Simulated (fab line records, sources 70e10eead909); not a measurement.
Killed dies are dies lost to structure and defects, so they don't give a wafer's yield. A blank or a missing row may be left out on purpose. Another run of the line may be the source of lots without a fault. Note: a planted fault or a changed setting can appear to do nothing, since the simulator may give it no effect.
Struck lot and sound lot, side by side | flow nand_harc | 42 steps out of a route of 1302
Sound: these wafers, L672.1, L672.4, L672.6. Struck: wafers L683.3, L683.4. (L683.6 of the same lot was not struck and is left out.) The cause comes at the end.
At each step with rows: each side's tool, then ch and its chambers, then its first start. Under that, the readings that differ: sound wafers | struck wafers | difference of the means | sigmas: that difference in standard deviations of wafers without a fault.
alike: a reading whose means differ by less than 2 such deviations, as well as words and numbers matching on both sides. not compared: withheld readings; readings where some wafer has no value; bounds like >300 that might hide an equal value; numbers whose values overlap and for which the record gives no deviation.
Wherever a step has rows on one side only, a row that says differs or no value, or a row with sigmas, the two part there. When numbers do not overlap yet have no deviation, they are printed without sigmas and do not part them. A reading missing from all wafers of one side parts the sides only when that side holds two or more wafers.

first, 1 step without rows for these wafers: NHARC_P_STI_HARDBAKE_13 (time 65 s).
NHARC_P_STI_DESCUM_14: chemistry O2, time 3 s.
  sound on rie_diel-02 ch 0,1, day 3 07:06; struck on rie_diel-05 ch 0,2, day 7 18:41
  alike: drypump_motor_current_A, oes_product_au, rf_vpp_V, showerhead_plenum_p_Torr, throttle_valve_pct
  not compared: rf_hours_counter_h
NHARC_P_STI_ETCH_42: etches the open film in N2/H2, target depth 80 nm, overetch 24 nm, time 61 s.
  sound on rie_diel-02 ch 0,2, day 3 07:11; struck on rie_diel-05 ch 0,1, day 7 18:47
  alike: drypump_motor_current_A, oes_product_au, rf_vpp_V, showerhead_plenum_p_Torr, throttle_valve_pct
  not compared: rf_hours_counter_h
NHARC_P_STI_ETCH_31: etches the open film in CF4/CHF3, target depth 108.9 nm, time 54.5 s.
  sound: rie_diel-02 ch 0,3; struck: rie_diel-05 ch 1,2
  reading               | sound             | struck      | difference | sigmas
  oes_product_au (a.u.) | 0.954 0.960 0.968 | 0.916 0.916 | -0.045     | -2
  alike: drypump_motor_current_A, rf_vpp_V, showerhead_plenum_p_Torr, throttle_valve_pct
  not compared: rf_hours_counter_h
then, 1 step without rows for these wafers: NHARC_P_STI_ETCH_15 (etches the open film in HBr/Cl2, target depth 300 nm, time 100.1 s).
NHARC_P_STI_CD_MEAS_16:
  struck on cd_sem-03, day 7 19:08; sound on cd_sem-01, day 3 07:32
  alike: cd_nm
NHARC_P_STI_OCD_MEAS_17:
  struck on ocd-02, day 7 19:13; sound on ocd-02, day 3 07:38
  alike: trench_depth_nm, trench_foot_cd_nm
then, 3 steps without rows for these wafers: NHARC_P_STI_STRIP_19 (strips in SPM, time 900 s); NHARC_P_STI_PRECLEAN_32 (cleans in SC1); NHARC_P_STI_SRD_23.
NHARC_P_STI_OCD_MEAS_43:
  struck on ocd-02, day 7 19:44; sound on ocd-02, day 3 08:08
  alike: trench_depth_nm, trench_foot_cd_nm
then, 1 step without rows for these wafers: NHARC_P_STI_OXIDE_33 (material SiO2, target thk 10 nm, ox time 281 s).
NHARC_P_STI_HDPCVD_20: deposits SiO2.
  sound on hdpcvd-01 ch 1, day 3 16:35; struck on hdpcvd-01 ch 0,1, day 8 04:37
then, 1 step without rows for these wafers: NHARC_P_STI_ANNEAL_34 (time 1800 s).
NHARC_P_STI_CMP_21: polishes, t overpolish 20 s, target thk 380.67 nm.
  sound on cmp-04 ch 0,1,3, day 4 03:55; struck on cmp-01 ch 0,2, day 8 13:38
  alike: motor_current_A, overpolish_run_s
then, 7 steps without rows for these wafers: NHARC_P_STI_SRD_35; NHARC_P_STI_ETCH_36 (etches SiO2 in dHF, target depth 38.8 nm); NHARC_P_STI_STRIP_24 (strips Si3N4 in H3PO4); NHARC_P_STI_ETCH_37 (etches SiO2 in dHF, target depth 11 nm); NHARC_P_STI_PRECLEAN_38 (cleans in SC1); NHARC_P_STI_SRD_39; NHARC_P_STI_OXIDE_40 (material SiO2, target thk 10 nm, ox time 1362 s).
NHARC_P_STI_INSPECT_25:
  struck on defect_inspect-02, day 8 21:22; sound on defect_inspect-01, day 4 12:29
  alike: raw_defect_count
then, 12 steps without rows for these wafers: NHARC_P_GATE_ETCH_69 (etches SiO2 in dHF, target depth 14 nm); NHARC_P_GATE_PRECLEAN_70 (cleans in SC1); NHARC_P_GATE_SRD_01; NHARC_P_GATE_OXIDE_02 (material SiO2, target thk 37.5 nm, ox time 365 s); NHARC_P_GATE_DEHYDRATE_03 (time 120 s); NHARC_P_GATE_HMDS_04 (time 30 s); NHARC_P_GATE_COAT_05; NHARC_P_GATE_SOFTBAKE_06 (time 95 s); NHARC_P_GATE_EBR_07; NHARC_P_GATE_EXPOSE_08 (exposes mask P HV); NHARC_P_GATE_PEB_09 (peb time 85 s); NHARC_P_GATE_DEVELOP_10 (time 70 s).
NHARC_P_GATE_CD_MEAS_11: the cd target is 1640 nm.
  the record has rows for the sound wafers here (cd_sem-02 ch 0, day 4 23:47) and none for the struck ones
then, 1 step without rows for these wafers: NHARC_P_GATE_HARDBAKE_12 (time 80 s).
NHARC_P_GATE_DESCUM_13: chemistry O2, time 3 s.
  the record has rows for the sound wafers here (rie_diel-13 ch 0,3, day 4 23:56) and none for the struck ones
then, 3 steps without rows for these wafers: NHARC_P_GATE_ETCH_14 (etches SiO2 in dHF, target depth 48.8 nm); NHARC_P_GATE_STRIP_15 (strips in SPM, time 780 s); NHARC_P_GATE_PRECLEAN_71 (cleans in SC1).
-- record jumps: 20 days between struck wafers' starts before vs after; left off in module P_GATE, resumes in module END, first step shown is number 1302 of the route --
NHARC_END_SORT_01:
  sound on prober-02 ch 0, day 25 03:43; struck on prober-02 ch 0, day 28 15:50
  reading             | sound    | struck  | difference | sigmas
  killed_at_other     | 0 0 0    | 4 2     | +3         | +2
  killed_at_periphery | 8 5 4    | 621 595 | +602       | +99 or more
  killed_dies         | 60 46 54 | 677 677 | +624       | +33
  alike: killed_at_array, killed_open, killed_short

## WHERE THEY PART
Earliest at NHARC_P_STI_ETCH_31; latest, in this record, at NHARC_END_SORT_01.

WHY: what had been put in by the simulator
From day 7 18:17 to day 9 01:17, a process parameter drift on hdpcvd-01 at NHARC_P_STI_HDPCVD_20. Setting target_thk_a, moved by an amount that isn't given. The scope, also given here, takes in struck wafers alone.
